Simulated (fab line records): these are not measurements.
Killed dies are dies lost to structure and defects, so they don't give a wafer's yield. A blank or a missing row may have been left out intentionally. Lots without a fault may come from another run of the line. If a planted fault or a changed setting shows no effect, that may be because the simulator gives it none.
Split-lot trial    flow n5Finfet    route with 1938 steps; 7 lots, 21 wafers read

== ABOUT THE SPLIT ==
At N5_BEOL_M9_COAT_60 (time 60 s, resist thk 30 nm), the setting spinRpm was moved away from the recipe's 1500 rpm on 6 of the 21 wafers read, by -10.4% to +9.7%. The other wafers ran this setting at the recipe's value.

== FROM THE SPLIT TO THE READING: what the file shows between them, 4 steps ==
- N5_BEOL_M9_COAT_05: resist thk 90 nm
- N5_BEOL_M9_EBR_07
- N5_BEOL_M9_DESCUM_16: chemistry O2, time 7.9 s
- N5_BEOL_M9_ETCH_61: etches SiARC in CF4, target depth 39 nm, time 65 s

== THE READING ==
SiARC_of_BEOL_M9_COAT_60.thkNm (the simulator's own value, which no gauge read), in nm, at N5_BEOL_M9_ETCH_62 (etches SOC in N2/H2, target depth 110 nm, overetch 22 nm, time 165 s). The file gives no usual value for it. Average 23.5 nm, standard deviation 0.25 nm, over the 15 wafers here run with the recipe.

wafer   tool, chamber at the split  spinRpm as run, rpm  against the recipe  SiARC_of_BEOL_M9_COAT_60.thkNm, nm  against lot-mates on the recipe
L074.2  lithoTrack-01, 0            1500                 recipe              23.6                                -
L074.4  lithoTrack-01, 0            1500                 recipe              23.8                                -
L074.6  lithoTrack-01, 0            1500                 recipe              23.8                                -
L076.1  lithoTrack-04, 0            1500                 recipe              23.8                                -
L076.2  lithoTrack-04, 0            1500                 recipe              23.8                                -
L076.4  lithoTrack-04, 0            1500                 recipe              23.8                                -
L077.1  lithoTrack-01, 0            1645                 +9.7%               21.8                                -1.4
L077.6  lithoTrack-01, 0            1645                 +9.7%               21.8                                -1.4
L077.2  lithoTrack-01, 0            1500                 recipe              23.2                                -
L085.1  lithoTrack-04, 0            1543                 +2.9%               23                                  -0.2
L085.6  lithoTrack-04, 0            1543                 +2.9%               23                                  -0.2
L085.5  lithoTrack-04, 0            1500                 recipe              23.2                                -
L089.1  lithoTrack-04, 0            1500                 recipe              23.8                                -
L089.3  lithoTrack-04, 0            1500                 recipe              23.6                                -
L089.6  lithoTrack-04, 0            1500                 recipe              23.2                                -
L095.1  lithoTrack-05, 0            1500                 recipe              23.4                                -
L095.6  lithoTrack-05, 0            1500                 recipe              23.4                                -
L095.2  lithoTrack-05, 0            1500                 recipe              23.2                                -
L096.1  lithoTrack-05, 0            1344                 -10.4%              25.2                                +1.8
L096.4  lithoTrack-05, 0            1344                 -10.4%              25.4                                +2.0
L096.5  lithoTrack-05, 0            1500                 recipe              23.4                                -

FIT RESULTS
A straight line over all 21 wafers: SiARC_of_BEOL_M9_COAT_60.thkNm changes by -0.175 nm for each +1% of spinRpm; r = -0.96; the points scatter about the line by 0.22 nm.
The same after taking each lot's own level away (the mean of its wafers on the recipe; 21 wafers): -0.162 nm for each +1%; r = -0.98; scatter 0.16 nm.
On that fit, the largest move of spinRpm shifts the reading by 1.7 nm.
Measured against the standard deviation above, the lots' own levels, which go from 23.20 to 23.80 nm, span 2.4 times it.
Consequently the slope shifts little with the lot-to-lot level, the two slopes agreeing.
Check: +1.72 nm against its lot-mates is what the line predicts for one of the wafers moved furthest among these (-10.4%) when that wafer is left out of the fit. It came out at +1.8 nm against them.

== THESE WAFERS: OTHER SPLITS ==
These wafers also went through other splits before the reading. Each is held against what the fit with the lots' levels taken away leaves over:
other split on the same wafers     wafers away from the commonest value  r with SiARC_of_BEOL_M9_COAT_60.thkNm (lot level and that fit taken away)
N5_BEOL_M7_EXPOSE_08 doseMj        5                                     +0.00
N5_BEOL_M7_VIA_ETCH_34 biasW       5                                     +0.34
N5_BEOL_M7_TRENCH_ETCH_37 sourceW  2                                     +0.04

== THE WHOLE CHAIN: every reading that the file lists as answering this split, in the file's order ==
step                what it does                                                          reading                                                                            change (the file's fit)                r (the file's)
N5_BEOL_M9_COAT_60  time 60 s, resist thk 30 nm                                           SiARC_of_BEOL_M9_COAT_60.thkNm (the simulator's own value, which no gauge read)    -0.151 nm for each +1% of the setting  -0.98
N5_BEOL_M9_ETCH_61  etches SiARC in CF4, target depth 39 nm, time 65 s                    CAR-ArF_of_BEOL_M9_COAT_05.thkNm (the simulator's own value, which no gauge read)  +0.138 nm for each +1% of the setting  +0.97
N5_BEOL_M9_ETCH_61  etches SiARC in CF4, target depth 39 nm, time 65 s                    etch.depthNm (the simulator's own value, which no gauge read)                      -0.152 nm for each +1% of the setting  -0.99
N5_BEOL_M9_ETCH_62  etches SOC in N2/H2, target depth 110 nm, overetch 22 nm, time 165 s  SiARC_of_BEOL_M9_COAT_60.thkNm (the simulator's own value, which no gauge read)    -0.161 nm for each +1% of the setting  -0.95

== THE FILE'S OWN FIT ==
SiARC_of_BEOL_M9_COAT_60.thkNm changes by -0.161 nm for each +1% of spinRpm, r = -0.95.
